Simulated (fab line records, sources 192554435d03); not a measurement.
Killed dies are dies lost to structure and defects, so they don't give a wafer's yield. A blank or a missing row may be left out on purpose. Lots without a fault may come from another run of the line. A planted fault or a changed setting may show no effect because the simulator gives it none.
Which tool did it? | flow n5_finfet | 10 lots, 29 wafers sampled, at 5 steps of a route of 1938

WHAT THE GAUGES READ, wafer by wafer
N5_SDB_INSPECT_36: inspects for defects (darkfield). Usual: raw_defect_count 35, standard deviation 14.
lot  | measured    | on                | raw_defect_count | flag
L477 | day 4 02:01 | defect_inspect-02 | 43 40 23         |
L483 | day 5 14:23 | defect_inspect-01 | 53 29            |
L484 | day 6 00:47 | defect_inspect-02 | 60 75 53         |
L485 | day 6 04:37 | defect_inspect-01 | 23 38 27         |
L489 | day 7 04:37 | defect_inspect-02 | 37 45 24         |
L491 | day 7 16:52 | defect_inspect-02 | 19 14 31         |
L495 | day 8 19:43 | defect_inspect-01 | 18 14 29         |
L497 | day 9 06:10 | defect_inspect-02 | 41 72 39         |
L498 | day 9 08:59 | defect_inspect-01 | 30 45 49         |
L499 | day 9 17:44 | defect_inspect-01 | 17 29 25         |

N5_BEOL_M4_RC_MEAS_101. Usual: DIBL_N 35.7 mV/V, standard deviation 1.3; DIBL_P 36.0 mV/V, standard deviation 1.6; IOFF_N 0.154 nA/um, standard deviation 0.025; IOFF_P 0.21 nA/um, standard deviation 0.034; ION_N 675 uA/um, standard deviation 9.7; ION_P 465 uA/um, standard deviation 7.4; SS_N 71.3 mV/dec, standard deviation 0.55; SS_P 73.1 mV/dec, standard deviation 0.52; VT_N 250 mV, standard deviation 3; VT_P -249 mV, standard deviation 3.6.
lot  | measured     | on        | DIBL_N (mV/V)  | DIBL_P (mV/V)  | IOFF_N (nA/um)    | IOFF_P (nA/um) | ION_N (uA/um) | ION_P (uA/um) | SS_N (mV/dec)  | SS_P (mV/dec)  | VT_N (mV)   | VT_P (mV)      | flag
L477 | day 8 07:26  | prober-01 | 33.9 33.9 33.6 | 34.2 34.5 34.4 | 0.125 0.125 0.123 | 0.19 0.19 0.18 | 661 667 663   | 463 458 451   | 71.2 70.9 70.6 | 72.3 73.0 72.5 | 254 254 254 | -249 -251 -253 |
L483 | day 9 22:26  | prober-01 | 34.2 34.2      | 34.8 35.4      | 0.125 0.129       | 0.21 0.21      | 667 662       | 469 465       | 71.0 71.3      | 72.6 72.9      | 251 254     | -248 -247      |
L484 | day 9 22:42  | prober-02 | 35.1 36.6 37.6 | 36.7 37.7 38.1 | 0.166 0.178 0.195 | 0.24 0.27 0.27 | 680 664 675   | 470 464 462   | 71.2 71.4 72.4 | 73.1 73.4 73.2 | 250 251 248 | -246 -242 -247 |
L485 | day 10 02:07 | prober-02 | 35.9 34.7 34.6 | 36.1 35.1 34.3 | 0.152 0.137 0.133 | 0.19 0.18 0.17 | 666 676 672   | 458 467 457   | 71.8 71.7 71.9 | 74.0 73.5 73.0 | 250 250 252 | -253 -253 -257 |
L489 | day 11 00:29 | prober-01 | 34.1 33.7 33.2 | 35.8 35.4 33.6 | 0.137 0.127 0.117 | 0.21 0.20 0.18 | 678 669 672   | 467 469 458   | 70.9 70.1 70.5 | 73.3 72.6 72.7 | 251 252 254 | -251 -249 -254 |
L491 | day 12 06:13 | prober-02 | 33.4 34.0 34.2 | 33.0 33.0 33.6 | 0.112 0.117 0.121 | 0.17 0.16 0.17 | 668 665 664   | 469 460 456   | 70.9 70.6 70.5 | 73.2 72.9 73.1 | 256 253 253 | -252 -253 -255 |
L495 | day 12 22:46 | prober-02 | 36.7 35.3 38.0 | 37.0 35.0 37.8 | 0.177 0.153 0.212 | 0.22 0.19 0.23 | 680 665 674   | 462 452 455   | 71.6 71.6 72.3 | 74.1 72.9 74.4 | 248 251 246 | -251 -253 -250 |
L497 | day 13 18:19 | prober-02 | 35.3 39.4 35.3 | 33.8 39.1 34.4 | 0.121 0.195 0.121 | 0.15 0.21 0.14 | 671 680 668   | 453 454 449   | 70.8 71.6 70.8 | 72.5 73.3 72.3 | 254 249 254 | -256 -251 -262 |
L498 | day 13 16:16 | prober-01 | 35.1 36.5 37.9 | 33.1 34.6 36.6 | 0.124 0.139 0.169 | 0.19 0.22 0.24 | 674 666 680   | 470 469 476   | 70.4 71.8 71.0 | 71.9 71.9 73.1 | 252 251 245 | -249 -246 -246 |
L499 | day 13 14:23 | prober-02 | 36.9 36.3 37.2 | 35.3 35.5 36.2 | 0.160 0.151 0.168 | 0.20 0.19 0.21 | 671 673 680   | 459 467 459   | 71.9 71.9 71.7 | 72.7 72.9 73.7 | 249 249 249 | -252 -252 -251 |

WHICH TOOL RAN EACH LOT (tool, then ch and the chambers of the sampled wafers, then the start)
lot  | N5_HKMG_FIN_ALD_74              | N5_HKMG_FIN_ETCH_54               | N5_HKMG_FIN_CVD_62
L477 | ald_hk-03 ch 0,2,3, day 4 03:00 | rie_diel-04 ch 0,2, day 4 03:32   | thermal_cvd_si-02 ch 0,1,2, day 4 05:14
L483 | ald_hk-01 ch 0, day 5 15:27     | rie_diel-04 ch 0,3, day 5 16:12   | thermal_cvd_si-02 ch 0, day 5 17:53
L484 | ald_hk-03 ch 1,3, day 6 01:46   | rie_diel-04 ch 0,1,3, day 6 02:55 | thermal_cvd_si-01 ch 0,2, day 6 04:40
L485 | ald_hk-01 ch 0,2,3, day 6 05:45 | rie_diel-04 ch 1,2,3, day 6 07:23 | thermal_cvd_si-01 ch 0,1,2, day 6 09:05
L489 | ald_hk-01 ch 1,2,3, day 7 05:58 | rie_diel-01 ch 1,2, day 7 06:39   | thermal_cvd_si-01 ch 1,2, day 7 08:43
L491 | ald_hk-02 ch 0,2, day 7 18:03   | rie_diel-03 ch 0,1, day 7 18:43   | thermal_cvd_si-01 ch 0,1, day 7 20:26
L495 | ald_hk-02 ch 0,1, day 8 20:43   | rie_diel-04 ch 0,3, day 8 21:24   | thermal_cvd_si-01 ch 0,1, day 8 23:06
L497 | ald_hk-02 ch 0,2,3, day 9 07:22 | rie_diel-04 ch 0,1,2, day 9 07:54 | thermal_cvd_si-01 ch 0,2, day 9 09:36
L498 | ald_hk-02 ch 1,2,3, day 9 10:04 | rie_diel-04 ch 1,2,3, day 9 11:04 | thermal_cvd_si-02 ch 0,1,2, day 9 12:46
L499 | ald_hk-02 ch 0,1,3, day 9 19:00 | rie_diel-04 ch 0,2, day 9 19:40   | thermal_cvd_si-01 ch 0,2, day 9 21:29
- N5_HKMG_FIN_ALD_74: deposits La2O3, target thk 0.5 nm, pulse time 6 s, co reactant pulse time 1 s.
- N5_HKMG_FIN_ETCH_54: etches SiARC in CF4, target depth 45.5 nm, time 75.8 s.
- N5_HKMG_FIN_CVD_62: deposits a-Si from Si2H6, target thk 3 nm, time 20.8 s.

WHAT THE TOOLS THEMSELVES READ (means of the sampled wafers that have a number; where no wafer has one, the mark that the record gives instead)
N5_HKMG_FIN_ALD_74. Usual: heater_power_w 339 W, standard deviation 40; precursor_pulse_height_rel 0.998, standard deviation 0.02.
lot  | tool      | heater_power_w (W) | precursor_pulse_height_rel | flag
L477 | ald_hk-03 | 356                | 1.006                      |
L483 | ald_hk-01 | 382                | 0.997                      |
L484 | ald_hk-03 | 338                | 0.988                      |
L485 | ald_hk-01 | 335                | 0.980                      |
L489 | ald_hk-01 | 301                | 0.999                      |
L491 | ald_hk-02 | 335                | 1.014                      |
L495 | ald_hk-02 | 325                | 0.990                      |
L497 | ald_hk-02 | 360                | 0.992                      |
L498 | ald_hk-02 | 361                | 0.988                      |
L499 | ald_hk-02 | 337                | 0.990                      |

N5_HKMG_FIN_ETCH_54. Usual: bias_w 36.01 W, standard deviation 0.11; drypump_motor_current_A 5.8 A, standard deviation 0.44; etch_rf_on_time_s 75.5 s, standard deviation 1.2; oes_product_au 0.67 a.u., standard deviation 0.066; rf_vpp_V 183.9 V, standard deviation 1.1; showerhead_plenum_p_Torr 2.13 Torr, standard deviation 0.056; throttle_valve_pct 15.59 %, standard deviation 0.25.
lot  | tool        | bias_w (W) | drypump_motor_current_A (A) | etch_rf_on_time_s (s) | oes_product_au (a.u.) | rf_vpp_V (V) | showerhead_plenum_p_Torr (Torr) | throttle_valve_pct (%) | flag
L477 | rie_diel-04 | 36.04      | 5.2                         | 75.4                  | 0.67                  | 183.3        | 2.07                            | 15.47                  |
L483 | rie_diel-04 | 35.95      | 6.0                         | 60.1                  | 0.84                  | 183.7        | 2.08                            | 15.48                  | OFF
L484 | rie_diel-04 | 36.01      | 5.8                         | 65.5                  | 0.74                  | 183.8        | 2.12                            | 15.55                  | OFF
L485 | rie_diel-04 | 36.03      | 5.6                         | 56.7                  | 0.78                  | 183.8        | 2.11                            | 15.44                  | OFF
L489 | rie_diel-01 | 35.99      | 6.3                         | 74.6                  | 0.69                  | 183.6        | 2.16                            | 15.89                  |
L491 | rie_diel-03 | 35.96      | 5.9                         | 75.7                  | 0.66                  | 183.4        | 2.11                            | 15.70                  |
L495 | rie_diel-04 | 36.21      | 5.9                         | 74.6                  | 0.69                  | 184.3        | 2.07                            | 15.62                  |
L497 | rie_diel-04 | 36.03      | 5.4                         | 76.1                  | 0.62                  | 182.5        | 2.10                            | 15.65                  |
L498 | rie_diel-04 | 35.90      | 5.6                         | 75.5                  | 0.62                  | 184.0        | 2.10                            | 15.48                  |
L499 | rie_diel-04 | 35.99      | 5.4                         | 75.9                  | 0.66                  | 182.3        | 2.06                            | 15.70                  |

N5_HKMG_FIN_CVD_62. Usual: heater_power_w 1363 W, standard deviation 190.
lot  | tool              | heater_power_w (W) | flag
L477 | thermal_cvd_si-02 | 1290               |
L483 | thermal_cvd_si-02 | 969                |
L484 | thermal_cvd_si-01 | 1474               |
L485 | thermal_cvd_si-01 | 1415               |
L489 | thermal_cvd_si-01 | 1507               |
L491 | thermal_cvd_si-01 | 1382               |
L495 | thermal_cvd_si-01 | 1355               |
L497 | thermal_cvd_si-01 | 1345               |
L498 | thermal_cvd_si-02 | 1309               |
L499 | thermal_cvd_si-01 | 1479               |

THE ANSWER, worked out from the rows above alone
Rule: a lot is off if the mean of its wafers that have a number lies more than 3 standard deviations from the usual mean. A lot without any number at a reading at which 4 lots or more have one is off too. The other lots that the step has rows for count as sound. The gauges are gone through in route order, then the tools' own readings, and for those a lot's mean is taken as printed above. The first step at which some lot is off is used, and at that step the reading that is off furthest; a lot without a number counts as furthest.
Off: L483, L484, L485, at N5_HKMG_FIN_ETCH_54 (etch_rf_on_time_s).
A tool fits if, at that step or a process step before it, it ran every lot that is off, and no sound lot after the first of them. None of those tried fits.

WHAT THE SIMULATOR HAD PUT IN
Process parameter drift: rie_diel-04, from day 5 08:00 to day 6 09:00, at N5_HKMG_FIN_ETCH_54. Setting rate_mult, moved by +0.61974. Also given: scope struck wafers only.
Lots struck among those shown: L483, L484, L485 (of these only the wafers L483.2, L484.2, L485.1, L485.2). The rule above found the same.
